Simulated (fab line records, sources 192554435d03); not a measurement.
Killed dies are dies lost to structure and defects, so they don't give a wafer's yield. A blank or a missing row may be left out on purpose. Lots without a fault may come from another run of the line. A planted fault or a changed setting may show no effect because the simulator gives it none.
fab line records | flow n5_finfet
record lots=14 wafers=40 last_day=18
route steps=1938 shown BEOL_M9@1469 BEOL_M10@1470
lots that met no fault: from a run of the same line without faults
start_h: hours from the record's first day to the start of the lot's first wafer shown | wait_h: hours since the lot's step before | " the same as in the row above | L1.1+2: a row that stands for several wafers | - no value, or no start given | * or withheld: withheld | < > ~ a bound
route shown NAME@n: a module of which the file shows steps, and the number in the route of the first | usual: mean/standard deviation of fault-free wafers | same: alike in all rows | chamber/n: place in a boat | sites: the reading at each site | _std_site: their standard deviation | _edge_site: outer sites' mean less inner sites' | radius_mm: how far each site lies from the wafer's centre | mask NAME#n: copy n | behind: the tool/chamber that last shaped the wafer | hold: why the lot was held/for how many hours/how that ended | device: the transistor (n, p or np) that didn't switch | end of line: the same wafers' tests at the end of the route | a step without rows: its recipe alone | killed: dies lost to structure and defects at the first sort, not the wafer's yield | map: a wafer's dies, x killed, . not, _ none there
set.NAME: the setting as run; set.NAME@STEP: as run at that earlier step | model.NAME: the simulator's own value behind a step, which no gauge read
steps of the route over a sample of lots; a table a step, a row a wafer
services: from which hour (start_h, from the record's first day; less than 0 if before it) a tool's chamber was out of use, for how many hours, and why
## steps
# step N5_BEOL_M9_INSPECT_58
# recipe inspect_instrument=darkfield mode=post_dep
# usual raw_defect_count=69/19
# columns lot.wafer tool chamber start_h wait_h raw_defect_count
L621.1 defect_inspect-02 - 213.62 0.0 57
L621.5 " - " " 46
L623.2 defect_inspect-01 - 223.78 0.0 94
L623.3 " - " " 76
L623.4 " - " " 107
L624.1 defect_inspect-01 - 227.27 0.0 73
L624.2 " - " " 74
L624.4 " - " " 89
L625.1 defect_inspect-01 - 233.42 0.0 76
L625.4 " - " " 52
L625.6 " - " " 78
L626.1 defect_inspect-02 - 235.56 0.0 78
L626.3 " - " " 86
L626.6 " - " " 101
L628.2 defect_inspect-02 - 251.30 0.0 79
L628.3 " - " " 48
L628.5 " - " " 78
L631.2 defect_inspect-02 - 271.90 0.0 58
L631.3 " - " " 121
L631.6 " - " " 75
L630.2 defect_inspect-02 - 272.12 0.0 73
L630.5 " - " " 64
L630.6 " - " " 50
L638.2 defect_inspect-01 - 314.45 0.0 73
L638.3 " - " " 83
L638.6 " - " " 71
L640.3 defect_inspect-01 - 335.73 0.0 48
L640.4 " - " " 58
L640.6 " - " " 55
L641.1 defect_inspect-01 - 336.27 0.0 60
L641.5 " - " " 79
L641.6 " - " " 111
L639.1 defect_inspect-01 - 336.59 0.0 69
L639.3 " - " " 58
L642.2 defect_inspect-02 - 349.12 0.0 81
L642.3 " - " " 69
L642.4 " - " " 70
L644.3 defect_inspect-02 - 368.01 0.0 60
L644.5 " - " " 96
L644.6 " - " " 70
# step N5_BEOL_M10_ILD_DEP_00
# recipe material=SiCOH_lowk target_thk_a=3085.1 temp_c=300 precursor=DEMS/porogen pressure_torr=5 rf_w=500 time_s=58
# usual heater_power_w=308/42 showerhead_plenum_p_Torr=5.740/0.022 throttle_valve_pct=13.8/0.86
# columns lot.wafer tool chamber start_h wait_h heater_power_w showerhead_plenum_p_Torr throttle_valve_pct
L621.1 pecvd-01 2 213.65 0.0 332 5.760 12.9
L621.5 " 2 " " 351 5.759 12.9
L623.2 pecvd-01 2 223.81 0.0 346 5.779 13.0
L623.3 " 1 " " 356 5.759 15.9
L623.4 " 2 " " 350 5.763 12.9
L624.1 pecvd-02 2 227.30 0.0 269 5.741 14.2
L624.2 " 0 " " 344 5.710 13.6
L624.4 " 2 " " 291 5.719 14.1
L625.1 pecvd-02 1 233.45 0.0 240 5.724 13.5
L625.4 " 1 " " 246 5.724 13.6
L625.6 " 1 " " 248 5.722 13.6
L626.1 pecvd-02 0 235.59 0.0 289 5.723 13.7
L626.3 " 0 " " 294 5.721 13.5
L626.6 " 1 " " 256 5.728 13.7
L628.2 pecvd-01 2 251.33 0.0 321 5.779 13.1
L628.3 " 0 " " 310 5.720 14.0
L628.5 " 2 " " 318 5.775 13.1
L631.2 pecvd-01 1 271.94 0.0 310 5.749 15.9
L631.3 " 0 " " 310 5.745 14.0
L631.6 " 2 " " 305 5.759 12.9
L630.2 pecvd-01 2 272.16 0.0 346 5.782 13.0
L630.5 " 2 " " 350 5.767 13.2
L630.6 " 1 " " 336 5.770 15.9
L638.2 pecvd-01 0 314.49 0.0 290 5.757 13.9
L638.3 " 2 " " 341 5.779 13.0
L638.6 " 2 " " 346 5.796 13.1
L640.3 pecvd-02 1 335.77 0.0 250 5.706 13.6
L640.4 " 2 " " 359 5.742 13.4
L640.6 " 0 " " 334 5.708 13.7
L641.1 pecvd-02 1 336.31 0.0 242 5.707 13.5
L641.5 " 2 " " 308 5.722 13.2
L641.6 " 1 " " 255 5.725 13.3
L639.1 pecvd-02 0 336.63 0.0 299 5.721 13.8
L639.3 " 1 " " 230 5.726 13.7
L642.2 pecvd-03 1 349.15 0.0 292 5.754 13.5
L642.3 " 0 " " 427 5.768 13.3
L642.4 " 1 " " 302 5.735 13.6
L644.3 pecvd-02 0 368.05 0.0 284 5.711 13.5
L644.5 " 1 " " 258 5.713 13.3
L644.6 " 2 " " 289 5.712 13.5
# step N5_BEOL_M10_CURE_71
# recipe temp_c=385 time_s=240 ambient=He/Ar material=SiCOH_lowk
# usual lamp_power_pct=52.31/0.062 wafer_temp_C_max=386.7/0.66
# columns lot.wafer tool chamber start_h wait_h lamp_power_pct wafer_temp_C_max
L621.1 uv_cure-02 1 213.73 0.0 52.27 387.4
L621.5 " 1 " " 52.35 387.4
L623.2 uv_cure-02 0 223.97 0.1 52.35 386.7
L623.3 " 0 " " 52.32 386.7
L623.4 " 0 " " 52.28 386.4
L624.1 uv_cure-02 0 227.38 0.0 52.31 386.5
L624.2 " 0 " " 52.26 386.5
L624.4 " 0 " " 52.30 386.8
L625.1 uv_cure-01 0 233.56 0.1 52.21 387.3
L625.4 " 0 " " 52.28 387.5
L625.6 " 0 " " 52.38 387.0
L626.1 uv_cure-03 1 235.71 0.1 52.30 386.1
L626.3 " 1 " " 52.40 386.2
L626.6 " 1 " " 52.18 385.8
L628.2 uv_cure-03 0 251.49 0.1 52.43 386.5
L628.3 " 0 " " 52.33 386.4
L628.5 " 0 " " 52.27 386.8
L631.2 uv_cure-01 1 272.10 0.1 52.31 386.9
L631.3 " 1 " " 52.29 386.6
L631.6 " 1 " " 52.32 386.3
L630.2 uv_cure-03 2 272.32 0.1 52.37 386.8
L630.5 " 2 " " 52.23 387.1
L630.6 " 2 " " 52.26 386.9
L638.2 uv_cure-03 1 314.65 0.1 52.36 386.0
L638.3 " 1 " " 52.34 385.8
L638.6 " 1 " " 52.40 386.5
L640.3 uv_cure-03 1 336.01 0.2 52.31 386.5
L640.4 " 1 " " 52.34 386.1
L640.6 " 1 " " 52.30 385.8
L641.1 uv_cure-03 2 336.39 0.0 52.34 387.0
L641.5 " 2 " " 52.27 387.2
L641.6 " 2 " " 52.32 386.6
L639.1 uv_cure-02 1 336.71 0.0 52.27 387.1
L639.3 " 1 " " 52.27 387.7
L642.2 uv_cure-02 1 349.31 0.1 52.33 387.9
L642.3 " 1 " " 52.44 387.6
L642.4 " 1 " " 52.36 388.1
L644.3 uv_cure-03 2 368.31 0.2 52.18 386.9
L644.5 " 2 " " 52.33 386.7
L644.6 " 2 " " 52.32 386.3
# step N5_BEOL_M10_DEVELOP_10
# recipe develop_time_s=30 developer=TMAH resist=CAR-ArF rinse_liquid=diw dry=air_spin dev_temp_c=23
# usual chill_plate_temp_C=22.97/0.097 develop_time_s=30/0
# columns lot.wafer tool chamber start_h wait_h chill_plate_temp_C develop_time_s
L621.1 litho_track-03 0 215.56 - 22.99 30
L621.5 " 0 " " 23.02 30
L623.2 litho_track-02 0 225.76 - 22.90 30
L623.3 " 0 " " 23.03 30
L623.4 " 0 " " 22.95 30
L624.1 litho_track-02 0 228.94 - 22.93 30
L624.2 " 0 " " 23.02 30
L624.4 " 0 " " 22.91 30
L625.1 litho_track-03 0 235.11 - 22.95 30
L625.4 " 0 " " 22.98 30
L625.6 " 0 " " 22.90 30
L626.1 litho_track-05 0 238.54 - 22.88 30
L626.3 " 0 " " 22.92 30
L626.6 " 0 " " 23.02 30
L628.2 litho_track-02 0 252.97 - 22.80 30
L628.3 " 0 " " 22.88 30
L628.5 " 0 " " 22.75 30
L631.2 litho_track-03 - 276.67 - - -
L631.3 " - " " - -
L631.6 " - " " - -
L630.2 litho_track-03 - 276.87 - - -
L630.5 " - " " - -
L630.6 " - " " - -
L638.2 litho_track-05 0 317.04 - 22.89 30
L638.3 " 0 " " 23.09 30
L638.6 " 0 " " 22.97 30
L640.3 litho_track-05 0 338.95 - 23.09 30
L640.4 " 0 " " 23.08 30
L640.6 " 0 " " 23.00 30
L641.1 litho_track-05 0 339.11 - 23.15 30
L641.5 " 0 " " 23.08 30
L641.6 " 0 " " 23.01 30
L639.1 litho_track-03 0 339.28 - 23.01 30
L639.3 " 0 " " 23.07 30
L642.2 litho_track-03 0 350.98 - 22.87 30
L642.3 " 0 " " 22.89 30
L642.4 " 0 " " 22.92 30
L644.3 litho_track-02 0 370.07 - 23.06 30
L644.5 " 0 " " 22.96 30
L644.6 " 0 " " 22.94 30
## services
# columns tool chamber start_h hours kind
litho_track-03 - 194.37 - consumable_replace:filter
pecvd-02 0 197.81 2.1 scheduled_down
uv_cure-02 - 198.27 0.5 repair
pecvd-02 1 199.94 16.5 scheduled_down
pecvd-03 1 218.40 5.5 scheduled_down
uv_cure-01 - 222.49 1.4 repair
pecvd-03 0 224.32 5.5 scheduled_down
pecvd-02 2 231.85 5.5 scheduled_down
uv_cure-02 - 268.20 2.1 pm
pecvd-01 - 289.64 1.0 repair
pecvd-02 1 316.06 2.1 scheduled_down
pecvd-03 2 351.75 2.1 scheduled_down
pecvd-01 2 357.44 5.5 scheduled_down
pecvd-03 0 357.77 12.8 repair
## key
first_sign step=N5_BEOL_M10_DEVELOP_10 reading=tool_record direction=missing
effect none on later readings
met_at N5_BEOL_M10_DEVELOP_10
struck_lots L630,L631
later_rows_left_out L630.2,L630.5,L630.6,L631.2,L631.3,L631.6
sort_left_out L630.2,L630.5,L630.6,L631.2,L631.3,L631.6
not_acting_at N5_BEOL_M9_INSPECT_58,N5_BEOL_M10_ILD_DEP_00,N5_BEOL_M10_CURE_71
onset_between 235.11 276.67
fault kind=skipped_step_whole tool=litho_track-03 chamber=- onset_h=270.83 steps=N5_BEOL_M10_DEVELOP_10 scope=struck_lots_only
# sort_left_out: the simulated sort isn't trusted on such a fault, so these wafers' sort isn't shown, and their yield isn't known
# later_rows_left_out: the simulator's readings of these wafers behind a module that went badly wrong aren't trusted and aren't shown, but for the sort
